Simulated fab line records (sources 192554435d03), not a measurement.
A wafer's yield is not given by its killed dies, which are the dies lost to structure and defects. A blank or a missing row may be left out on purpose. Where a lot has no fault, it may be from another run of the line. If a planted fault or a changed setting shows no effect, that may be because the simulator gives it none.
Which tool did it? -- flow n5 finfet -- 10 lots with 30 wafers sampled at 5 steps, on a route of 1938 steps

WHAT THE GAUGES SHOWED, per wafer
N5_BEOL_M8_THK_MEAS_01. Usual: M8_ILD_THK gives 154.8 nm (standard deviation 2.4).
lot,measured,on,M8_ILD_THK (nm),flag
L796,day 9 13:08,film metro-02,151.5 154.2 158.5,
L798,day 9 14:06,film metro-02,153.4 152.1 152.5,
L801,day 10 18:07,film metro-02,156.0 153.8 156.6,
L800,day 10 18:25,film metro-01,149.4 154.3 153.6,
L804,day 11 17:59,film metro-01,154.2 155.9 157.7,
L805,day 12 00:55,film metro-02,155.5 154.8 157.4,
L812,day 14 00:15,film metro-02,152.8 153.0 156.5,
L816,day 14 16:14,film metro-02,154.0 154.7 157.7,
L815,day 14 16:27,film metro-01,153.2 154.2 156.9,
L818,day 15 12:36,film metro-01,151.6 153.9 156.6,

N5_BEOL_M8_INSPECT_30: inspects for defects (brightfield). Usual: raw defect count reads 420 (standard deviation 85).
lot,measured,on,raw defect count,flag
L796,day 10 01:57,defect inspect-02,386 468 518,
L798,day 10 02:00,defect inspect-01,325 292 305,
L801,day 10 20:49,defect inspect-02,520 472 379,
L800,day 10 22:46,defect inspect-02,322 343 311,
L804,day 11 20:43,defect inspect-02,283 456 357,
L805,day 12 05:03,defect inspect-01,395 339 428,
L812,day 14 02:22,defect inspect-02,766 727 840,OFF
L816,day 14 21:09,defect inspect-01,688 700 732,OFF
L815,day 14 21:05,defect inspect-01,351 339 420,
L818,day 15 15:05,defect inspect-02,528 517 517,

WHICH TOOL RAN EACH LOT (tool, then ch and the chambers of the sampled wafers, then the start)
lot,N5_BEOL_M8_HM_DEP_02,N5_BEOL_M8_ETCH_61,N5_BEOL_M8_HM_OPEN_17
L796,"pvd sputter-03, day 9 13:30","rie diel-04 ch 0,2,3, day 9 14:08","rie metal-03 ch 0,1, day 9 14:22"
L798,"pvd sputter-02, day 9 14:41","rie diel-04 ch 0,3, day 9 15:11","rie metal-01 ch 0,1, day 9 15:28"
L801,"pvd sputter-03, day 10 18:14","rie diel-04 ch 0,3, day 10 19:37","rie metal-01 ch 0,1, day 10 19:52"
L800,"pvd sputter-01, day 10 19:31","rie diel-04 ch 0,1, day 10 21:45","rie metal-01 ch 0,1, day 10 22:00"
L804,"pvd sputter-03, day 11 18:35","rie diel-03 ch 0,1,3, day 11 19:13","rie metal-02 ch 0,1, day 11 19:27"
L805,"pvd sputter-02, day 12 01:52","rie diel-03 ch 0,1,3, day 12 02:29","rie metal-03 ch 0,1, day 12 02:44"
L812,"pvd sputter-01, day 14 00:50","rie diel-04 ch 0,1,2, day 14 01:28","rie metal-01 ch 0,1, day 14 01:42"
L816,"pvd sputter-03, day 14 18:26","rie diel-03 ch 0,1,3, day 14 19:09","rie metal-01 ch 0,1, day 14 19:25"
L815,"pvd sputter-03, day 14 18:32","rie diel-03 ch 0,3, day 14 19:25","rie metal-02 ch 1, day 14 19:39"
L818,"pvd sputter-01, day 15 13:31","rie diel-02 ch 1,2,3, day 15 14:08","rie metal-03 ch 0,1, day 15 14:22"
- N5_BEOL_M8_HM_DEP_02: deposits TiN, target thk 20 nm.
- N5_BEOL_M8_ETCH_61: etches SiARC in CF4, target depth 45.5 nm, time 75.8 s.
- N5_BEOL_M8_HM_OPEN_17: chemistry Cl2/BCl3, target TiN, target depth 20 nm, overetch 6 nm.

WHAT THE TOOLS THEMSELVES READ (means of the sampled wafers that have a number; where no wafer has one, the mark that the record gives instead)
N5_BEOL_M8_HM_DEP_02. Usual: throttle valve pct reads 29.6 % (standard deviation 1.1).
lot,tool,throttle valve pct (%),flag
L796,pvd sputter-03,30.3,
L798,pvd sputter-02,30.1,
L801,pvd sputter-03,29.7,
L800,pvd sputter-01,29.6,
L804,pvd sputter-03,29.7,
L805,pvd sputter-02,29.5,
L812,pvd sputter-01,30.1,
L816,pvd sputter-03,30.9,
L815,pvd sputter-03,29.1,
L818,pvd sputter-01,29.3,

N5_BEOL_M8_ETCH_61. Usual: drypump motor current A 5.8 A, standard deviation 0.38; etch rf on time s 75.2 s, standard deviation 1.3; oes product au 0.70 a.u., standard deviation 0.066; rf vpp V 184.1 V, standard deviation 1.2; showerhead plenum p Torr 2.15 Torr, standard deviation 0.074; throttle valve pct 15.49 %, standard deviation 0.15.
lot,tool,drypump motor current A (A),etch rf on time s (s),oes product au (a.u.),rf vpp V (V),showerhead plenum p Torr (Torr),throttle valve pct (%),flag
L796,rie diel-04,5.8,75.2,0.68,184.7,2.16,15.53,
L798,rie diel-04,5.6,74.0,0.75,184.7,2.21,15.35,
L801,rie diel-04,5.5,74.9,0.73,184.5,2.21,15.38,
L800,rie diel-04,5.7,75.4,0.67,184.6,2.24,15.50,
L804,rie diel-03,6.0,75.4,0.74,183.4,2.15,15.50,
L805,rie diel-03,6.0,75.7,0.73,185.2,2.15,15.49,
L812,rie diel-04,5.8,75.4,0.70,184.4,2.19,15.48,
L816,rie diel-03,6.0,75.3,0.71,184.0,2.14,15.53,
L815,rie diel-03,5.9,75.7,0.71,183.5,2.11,15.51,
L818,rie diel-02,5.9,74.5,0.73,184.2,2.16,15.40,

N5_BEOL_M8_HM_OPEN_17. Usual: drypump motor current A 6.0 A, standard deviation 0.39; oes product au 0.63 a.u., standard deviation 0.057; throttle valve pct 22.36 %, standard deviation 0.14.
lot,tool,drypump motor current A (A),oes product au (a.u.),throttle valve pct (%),flag
L796,rie metal-03,6.1,0.62,22.40,
L798,rie metal-01,5.7,0.64,22.43,
L801,rie metal-01,5.9,0.67,22.42,
L800,rie metal-01,5.9,0.65,22.43,
L804,rie metal-02,5.6,0.72,22.19,
L805,rie metal-03,6.3,0.58,22.39,
L812,rie metal-01,6.0,0.64,22.45,
L816,rie metal-01,5.9,0.64,22.43,
L815,rie metal-02,5.7,0.73,22.25,
L818,rie metal-03,6.3,0.75,21.98,

THE ANSWER, worked out from the rows above alone
Rule: lot off if the mean of its wafers having a number is beyond 3 standard deviations from the usual mean. Also off: a lot with no number at a reading for which 4 or more lots have one. All remaining lots with rows at the step are treated as sound. The gauges are gone through in route order, then the tools' own readings, and for those a lot's mean is taken as printed above. At the first step where some lot is off, the reading lying furthest off is the one used; lots without a number count as furthest.
Off at N5_BEOL_M8_INSPECT_30 (raw defect count): L812, L816.
If a tool, at a process step before that reading, ran all the lots that are off and no sound lot after the first of them, it fits. Gauges at N5_BEOL_M8_INSPECT_30: tried the same way as those tools. One fits: N5_BEOL_M8_HM_OPEN_17 on rie metal-01. Its last sound lot is L800 (day 10 22:00), its first lot that is off L812 (day 14 01:42): a fault that began between those two fits.

WHAT THE SIMULATOR PUT IN
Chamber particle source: rie metal-01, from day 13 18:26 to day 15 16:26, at N5_BEOL_M8_HM_OPEN_17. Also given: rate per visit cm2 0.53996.
Shown lots that were struck: L812, L816. The same result came from the rule above.
